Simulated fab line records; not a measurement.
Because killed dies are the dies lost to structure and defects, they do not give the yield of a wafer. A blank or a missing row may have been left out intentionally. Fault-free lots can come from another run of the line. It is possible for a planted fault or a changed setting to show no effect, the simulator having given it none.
A struck lot beside a sound one | flow nand-harc | 24 steps out of a route of 1159
Sound: the wafers L370.4, L370.5, L370.6. Wafers L377.1, L377.4, L377.6 were the ones struck. Last of all comes the cause.
Order at every step that has rows: each side's tool, ch and its chambers, its first start. Under that, the readings that differ: sound wafers | struck wafers | difference of the means | sigmas: that difference in standard deviations of wafers without a fault.
alike: words and numbers the same on both sides, and readings whose means are apart by under 2 such deviations; not compared: readings that were withheld, readings missing a value for some wafer, numbers with overlapping values and no deviation given by the record, and bounds like >300 which may hide the same value.
Wherever a step has rows on one side only, a row that says differs or no value, or a row with sigmas, the two part there. Numbers that have no deviation but don't overlap get no sigmas and don't part them. A reading that every wafer of one side lacks parts them only if that side has two wafers or more.

NHARC_P_M0_INSPECT_27:
  sound on defect-inspect-02 at day 7 04:56; struck on defect-inspect-02 at day 9 08:58
  alike: raw-defect-count
NHARC_P_M0_PRE_CLEAN_31: time 12 s.
  sound on pecvd-02 ch 0,1,2, day 7 05:14; struck on pecvd-03 ch 0,1,2, day 9 09:22
  alike: heater-power-w
NHARC_P_M0_DEP_32: deposits SiCN, target thk 30 nm.
  sound on pecvd-02 ch 0,1,2, day 7 05:25; struck on pecvd-03 ch 0,1,2, day 9 09:26
  alike: heater-power-w
then, 8 steps without rows for these wafers: NHARC_P_M1_DEP_00 (deposits SiOC, target thk 182.5 nm); NHARC_P_M1_DEHYDRATE_01 (time 120 s); NHARC_P_M1_HMDS_02 (time 30 s); NHARC_P_M1_COAT_34 (time 65 s); NHARC_P_M1_COAT_03 (resist thk 90 nm); NHARC_P_M1_SOFTBAKE_04 (time 55 s); NHARC_P_M1_EBR_05; NHARC_P_M1_EXPOSE_06 (exposes mask P M1, target cd 130 nm).
NHARC_P_M1_PEB_07: peb time 65 s.
  sound on litho-track-06 ch 0, day 7 06:28; struck on litho-track-06 ch 0, day 9 10:35
  reading                  | sound              | struck               | difference | sigmas
  heater-power-total-W (W) | 157.1 156.8 157.1  | 162.2 161.3 161.9    | +4.8       | +12
  plate-temp-C (C)         | 100.06 99.95 99.85 | 102.51 102.46 102.33 | +2.48      | +21
  alike: resist-line-temp-C
then, 1 step without rows for these wafers: NHARC_P_M1_DEVELOP_08 (develop time 35 s).
NHARC_P_M1_CD_MEAS_09: the cd target is 130 nm.
  sound on cd-sem-02 ch 0, day 7 06:32; struck on cd-sem-03 ch 0, day 9 10:40
  reading    | sound             | struck            | difference | sigmas
  cd-nm (nm) | 131.0 130.2 130.9 | 138.3 138.2 137.6 | +7.3       | +15
NHARC_P_M1_OVL_MEAS_10: pitch 260 nm.
  sound on overlay-01 at day 7 06:37; struck on overlay-01 at day 9 10:46
  alike: overlay-x-nm, overlay-y-nm
NHARC_P_M1_INSPECT_11:
  sound on defect-inspect-02 at day 7 06:40; struck on defect-inspect-02 at day 9 10:47
  alike: raw-defect-count
NHARC_P_M1_DESCUM_14: chemistry O2, time 3 s.
  sound on rie-diel-03 ch 0,1, day 7 06:43; struck on rie-diel-03 ch 0,3, day 9 10:52
  reading               | sound             | struck            | difference | sigmas
  model.P_M1.cd-nm (nm) | 131.2 130.4 131.4 | 138.4 138.9 138.4 | +7.6       |
  alike: drypump-motor-current-A, oes-product-au, rf-vpp-V, showerhead-plenum-p-Torr, throttle-valve-pct
  not compared: rf-hours-counter-h
NHARC_P_M1_ETCH_35: etches the open film in N2/H2, target depth 40 nm, overetch 12 nm, time 43.94 s.
  sound on rie-diel-03 ch 0,2,3, day 7 06:49; struck on rie-diel-03 ch 0,2, day 9 10:56
  alike: drypump-motor-current-A, oes-product-au, rf-vpp-V, showerhead-plenum-p-Torr, throttle-valve-pct
  not compared: rf-hours-counter-h
NHARC_P_M1_ETCH_15: etches the open film in C4F8/Ar, target depth 182.5 nm, time 91.2 s.
  sound on rie-diel-03 ch 1,2; struck on rie-diel-03 ch 0,2,3
  reading               | sound             | struck            | difference | sigmas
  oes-product-au (a.u.) | 0.921 0.931 0.936 | 0.957 0.962 0.985 | +0.039     | +2
  alike: rf-vpp-V
  not compared: rf-hours-counter-h
NHARC_P_M1_CD_MEAS_16:
  sound on cd-sem-02 at day 7 07:02; struck on cd-sem-02 at day 9 11:10
  reading    | sound             | struck            | difference | sigmas
  cd-nm (nm) | 130.9 130.2 130.8 | 138.1 138.9 138.0 | +7.7       | +13
NHARC_P_M1_STRIP_18: strips in N2/H2.
  sound on rie-diel-10 ch 0,1, day 7 07:06; struck on rie-diel-10 ch 0,1, day 9 11:14
  alike: drypump-motor-current-A, oes-product-au, rf-vpp-V, showerhead-plenum-p-Torr, throttle-valve-pct
  not compared: rf-hours-counter-h
NHARC_P_M1_ETCH_28: etches the open film in CF4/N2, target depth 30 nm, time 72.99 s.
  sound on rie-diel-10 ch 0,1,3; struck on rie-diel-10 ch 0,2,3
  reading               | sound             | struck            | difference | sigmas
  model.P_M1.cd-nm (nm) | 130.7 130.3 130.9 | 138.2 139.1 138.1 | +7.8       |
  alike: cf4-flow-sccm, drypump-motor-current-A, oes-product-au, rf-vpp-V, showerhead-plenum-p-Torr, throttle-valve-pct
  not compared: rf-hours-counter-h
then, 1 step without rows for these wafers: NHARC_P_M1_STRIP_19 (strips in post etch residue remover, time 600 s).
-- jump in the record: it breaks off in module P_M1 and resumes in module END (first step shown: number 1159 of the route), and 13 days separate the struck wafers' starts before and after --
NHARC_END_SORT_01:
  sound on prober-01 ch 0, day 20 20:00; struck on prober-02 ch 0, day 22 01:13
  reading         | sound | struck | difference | sigmas
  killed-at-other | 2 2 2 | 0 0 0  | -2         | -2
  alike: defect-limited-yield, killed-at-array, killed-at-periphery, killed-dies, killed-open, killed-short, sort_bin_2_pct, sort_bin_3_pct, sort_bin_4_pct, sort-n-pass, sort-rim-yield-pct, sort-yield-pct

WHERE THEY PART
At NHARC_P_M1_PEB_07 first; at NHARC_END_SORT_01 last (within this record only).

WHY: what had been put in by the simulator
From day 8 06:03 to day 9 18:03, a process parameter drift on litho-track-06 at NHARC_P_M1_PEB_07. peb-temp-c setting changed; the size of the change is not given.
